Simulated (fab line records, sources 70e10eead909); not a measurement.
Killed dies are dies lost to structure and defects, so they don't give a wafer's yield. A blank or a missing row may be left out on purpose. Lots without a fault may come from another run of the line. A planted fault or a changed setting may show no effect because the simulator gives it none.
Which tool did it? | flow nand_harc | 24 lots, 72 wafers sampled, at 3 steps of a route of 1302

WHAT THE GAUGES READ, wafer by wafer
NHARC_A_BLC_INSPECT_28. Usual: raw_defect_count 507, standard deviation 100.
lot  | measured     | on                | raw_defect_count | flag
L074 | day 22 14:37 | defect_inspect-01 | 499 432 422      |
L075 | day 22 16:07 | defect_inspect-02 | 423 446 486      |
L076 | day 23 09:06 | defect_inspect-01 | 556 619 713      |
L078 | day 23 19:53 | defect_inspect-02 | 599 468 549      |
L077 | day 23 20:14 | defect_inspect-02 | 484 383 384      |
L080 | day 24 09:38 | defect_inspect-02 | 564 643 468      |
L079 | day 24 11:19 | defect_inspect-02 | 433 347 368      |
L081 | day 25 14:49 | defect_inspect-01 | 540 621 482      |
L083 | day 26 03:36 | defect_inspect-01 | 425 472 371      |
L082 | day 26 07:07 | defect_inspect-01 | 595 434 448      |
L085 | day 26 18:05 | defect_inspect-01 | 587 522 658      |
L084 | day 26 18:57 | defect_inspect-01 | 476 523 433      |
L087 | day 27 14:25 | defect_inspect-01 | 549 390 614      |
L086 | day 27 16:34 | defect_inspect-02 | 441 353 376      |
L088 | day 28 05:05 | defect_inspect-01 | 406 518 423      |
L089 | day 28 05:41 | defect_inspect-02 | 519 648 458      |
L090 | day 29 20:14 | defect_inspect-01 | 619 608 426      |
L091 | day 30 01:38 | defect_inspect-01 | 575 534 527      |
L093 | day 30 07:31 | defect_inspect-01 | 438 747 284      |
L092 | day 30 12:33 | defect_inspect-01 | 506 569 440      |
L094 | day 30 16:20 | defect_inspect-02 | 406 532 396      |
L095 | day 31 10:01 | defect_inspect-01 | 361 546 604      |
L096 | day 31 21:06 | defect_inspect-01 | 821 409 622      |
L097 | day 32 02:41 | defect_inspect-02 | 378 451 386      |

WHICH TOOL RAN EACH LOT (tool, then ch and the chambers of the sampled wafers, then the start)
lot  | NHARC_A_CONTACT_ALD_18              | NHARC_A_BLC_STRIP_29
L074 | ald_metal-01 ch 0,1,3, day 22 09:31 | rie_diel-07 ch 0,1, day 22 12:43
L075 | ald_metal-03 ch 1,2,3, day 22 10:58 | rie_diel-13 ch 0,1,2, day 22 14:12
L076 | ald_metal-03 ch 1,3, day 23 03:59   | rie_diel-09 ch 0,2,3, day 23 07:13
L078 | ald_metal-01 ch 0,3, day 23 14:34   | rie_diel-07 ch 0,1,2, day 23 17:51
L077 | ald_metal-04 ch 2,3, day 23 15:13   | rie_diel-07 ch 1,2,3, day 23 18:20
L080 | ald_metal-04 ch 0,1,2, day 24 04:33 | rie_diel-07 ch 1,2,3, day 24 07:46
L079 | ald_metal-01 ch 0,2,3, day 24 05:13 | rie_diel-07 ch 1,2,3, day 24 09:26
L081 | ald_metal-04 ch 1,2,3, day 25 09:45 | rie_diel-09 ch 1,2, day 25 12:55
L083 | ald_metal-03 ch 0,3, day 25 22:28   | rie_diel-13 ch 2,3, day 26 01:43
L082 | ald_metal-01 ch 1,2, day 26 02:07   | rie_diel-07 ch 0,1, day 26 05:13
L085 | ald_metal-01 ch 2,3, day 26 12:47   | rie_diel-07 ch 0,1,2, day 26 16:04
L084 | ald_metal-03 ch 1,2,3, day 26 13:48 | rie_diel-09 ch 0,2,3, day 26 17:03
L087 | ald_metal-01 ch 0,3, day 27 09:11   | rie_diel-07 ch 1,3, day 27 12:31
L086 | ald_metal-04 ch 0,1, day 27 11:23   | rie_diel-07 ch 1,3, day 27 14:38
L088 | ald_metal-04 ch 0,1,2, day 27 23:20 | rie_diel-13 ch 0,1,3, day 28 03:09
L089 | ald_metal-03 ch 0,1,2, day 28 00:34 | rie_diel-13 ch 0,1,2, day 28 03:46
L090 | ald_metal-01 ch 1,2,3, day 29 15:07 | rie_diel-13 ch 0,1,2, day 29 18:22
L091 | ald_metal-01 ch 1,2,3, day 29 20:28 | rie_diel-13 ch 0,3, day 29 23:44
L093 | ald_metal-04 ch 1,2,3, day 30 02:23 | rie_diel-07 ch 0,1,2, day 30 05:31
L092 | ald_metal-03 ch 0,1,3, day 30 07:23 | rie_diel-07 ch 0,3, day 30 10:39
L094 | ald_metal-04 ch 0,1, day 30 10:59   | rie_diel-07 ch 0,1,2, day 30 14:20
L095 | ald_metal-01 ch 0,3, day 31 04:52   | rie_diel-13 ch 0,3, day 31 08:07
L096 | ald_metal-01 ch 0,2,3, day 31 15:58 | rie_diel-09 ch 1,2,3, day 31 19:10
L097 | ald_metal-01 ch 2,3, day 31 21:32   | rie_diel-07 ch 0,1,3, day 32 00:49
- NHARC_A_CONTACT_ALD_18: deposits TiN, target thk 3 nm, pulse time 1 s, ald cycles 150.
- NHARC_A_BLC_STRIP_29: strips in CF4.

WHAT THE TOOLS THEMSELVES READ (means of the sampled wafers that have a number; where no wafer has one, the mark that the record gives instead)
NHARC_A_CONTACT_ALD_18. Usual: heater_power_w 1100 W, standard deviation 94; precursor_pulse_height_rel 1.002, standard deviation 0.021.
lot  | tool         | heater_power_w (W) | precursor_pulse_height_rel | flag
L074 | ald_metal-01 | 1103               | 1.011                      |
L075 | ald_metal-03 | 1131               | 1.003                      |
L076 | ald_metal-03 | 1160               | 1.007                      |
L078 | ald_metal-01 | 1127               | 1.015                      |
L077 | ald_metal-04 | 1026               | 0.995                      |
L080 | ald_metal-04 | 1068               | 0.985                      |
L079 | ald_metal-01 | 1058               | 1.002                      |
L081 | ald_metal-04 | 1034               | 1.010                      |
L083 | ald_metal-03 | 1184               | 0.984                      |
L082 | ald_metal-01 | 983                | 1.004                      |
L085 | ald_metal-01 | 1104               | 0.981                      |
L084 | ald_metal-03 | 1135               | 1.014                      |
L087 | ald_metal-01 | 1116               | 0.979                      |
L086 | ald_metal-04 | 1142               | 0.996                      |
L088 | ald_metal-04 | 1098               | 0.988                      |
L089 | ald_metal-03 | 1156               | 0.996                      |
L090 | ald_metal-01 | 1076               | 1.030                      |
L091 | ald_metal-01 | 1058               | 1.005                      |
L093 | ald_metal-04 | 1048               | 0.993                      |
L092 | ald_metal-03 | 1194               | 1.006                      |
L094 | ald_metal-04 | 1179               | 1.024                      |
L095 | ald_metal-01 | 1153               | 0.993                      |
L096 | ald_metal-01 | 1099               | 0.993                      |
L097 | ald_metal-01 | 1058               | 1.004                      |

NHARC_A_BLC_STRIP_29. Usual: chamber_pressure_mTorr 49.99 mTorr, standard deviation 0.045; drypump_motor_current_A 5.6 A, standard deviation 0.49; oes_product_au 1.002 a.u., standard deviation 0.01; rf_vpp_V 59.1 V, standard deviation 0.87; showerhead_plenum_p_Torr 1.71 Torr, standard deviation 0.048; throttle_valve_pct 13.284 %, standard deviation 0.0088.
lot  | tool        | chamber_pressure_mTorr (mTorr) | drypump_motor_current_A (A) | oes_product_au (a.u.) | rf_vpp_V (V) | showerhead_plenum_p_Torr (Torr) | throttle_valve_pct (%) | flag
L074 | rie_diel-07 | 50.02                          | 5.6                         | 1.005                 | 58.3         | 1.68                            | 13.279                 |
L075 | rie_diel-13 | 49.99                          | 5.3                         | 0.992                 | 58.5         | 1.76                            | 13.297                 |
L076 | rie_diel-09 | 49.99                          | 5.9                         | 1.001                 | 58.9         | 1.76                            | 13.294                 |
L078 | rie_diel-07 | 49.97                          | 5.8                         | 1.003                 | 59.1         | 1.70                            | 13.282                 |
L077 | rie_diel-07 | 49.98                          | 5.7                         | 0.999                 | 59.2         | 1.70                            | 13.285                 |
L080 | rie_diel-07 | 49.98                          | 5.7                         | 0.987                 | 59.3         | 1.70                            | 13.278                 |
L079 | rie_diel-07 | 49.96                          | 5.7                         | 1.005                 | 58.7         | 1.70                            | 13.278                 |
L081 | rie_diel-09 | 49.98                          | 5.6                         | 0.991                 | 58.8         | 1.76                            | 13.285                 |
L083 | rie_diel-13 | 49.97                          | 5.7                         | 1.002                 | 59.0         | 1.68                            | 13.289                 |
L082 | rie_diel-07 | 49.99                          | 5.7                         | 1.015                 | 58.5         | 1.68                            | 13.277                 |
L085 | rie_diel-07 | 50.00                          | 5.8                         | 1.015                 | 59.9         | 1.70                            | 13.271                 |
L084 | rie_diel-09 | 49.94                          | 6.0                         | 0.995                 | 59.0         | 1.76                            | 13.281                 |
L087 | rie_diel-07 | 50.01                          | 5.9                         | 1.006                 | 59.3         | 1.68                            | 13.285                 |
L086 | rie_diel-07 | 49.98                          | 5.9                         | 1.004                 | 59.1         | 1.68                            | 13.285                 |
L088 | rie_diel-13 | 49.96                          | 5.4                         | 1.007                 | 58.6         | 1.75                            | 13.288                 |
L089 | rie_diel-13 | 50.04                          | 5.3                         | 1.004                 | 59.4         | 1.75                            | 13.290                 |
L090 | rie_diel-13 | 49.99                          | 5.3                         | 1.003                 | 59.5         | 1.75                            | 13.279                 |
L091 | rie_diel-13 | 50.01                          | 5.7                         | 1.007                 | 59.2         | 1.72                            | 13.277                 |
L093 | rie_diel-07 | 49.99                          | 5.8                         | 1.002                 | 58.0         | 1.70                            | 13.281                 |
L092 | rie_diel-07 | 50.00                          | 5.1                         | 0.998                 | 58.7         | 1.67                            | 13.284                 |
L094 | rie_diel-07 | 50.02                          | 5.8                         | 1.005                 | 59.0         | 1.70                            | 13.293                 |
L095 | rie_diel-13 | 49.98                          | 5.7                         | 0.996                 | 58.9         | 1.72                            | 13.284                 |
L096 | rie_diel-09 | 50.00                          | 5.9                         | 0.997                 | 59.4         | 1.75                            | 13.282                 |
L097 | rie_diel-07 | 50.00                          | 5.6                         | 1.003                 | 59.6         | 1.67                            | 13.281                 |

THE ANSWER, worked out from the rows above alone
Rule: a lot is off if the mean of its wafers that have a number lies more than 3 standard deviations from the usual mean. A lot without any number at a reading at which 4 lots or more have one is off too. The other lots that the step has rows for count as sound. The gauges are gone through in route order, then the tools' own readings, and for those a lot's mean is taken as printed above. The first step at which some lot is off is used, and at that step the reading that is off furthest; a lot without a number counts as furthest.
No lot is off at any reading shown: from this, nothing can be told.

WHAT THE SIMULATOR HAD PUT IN
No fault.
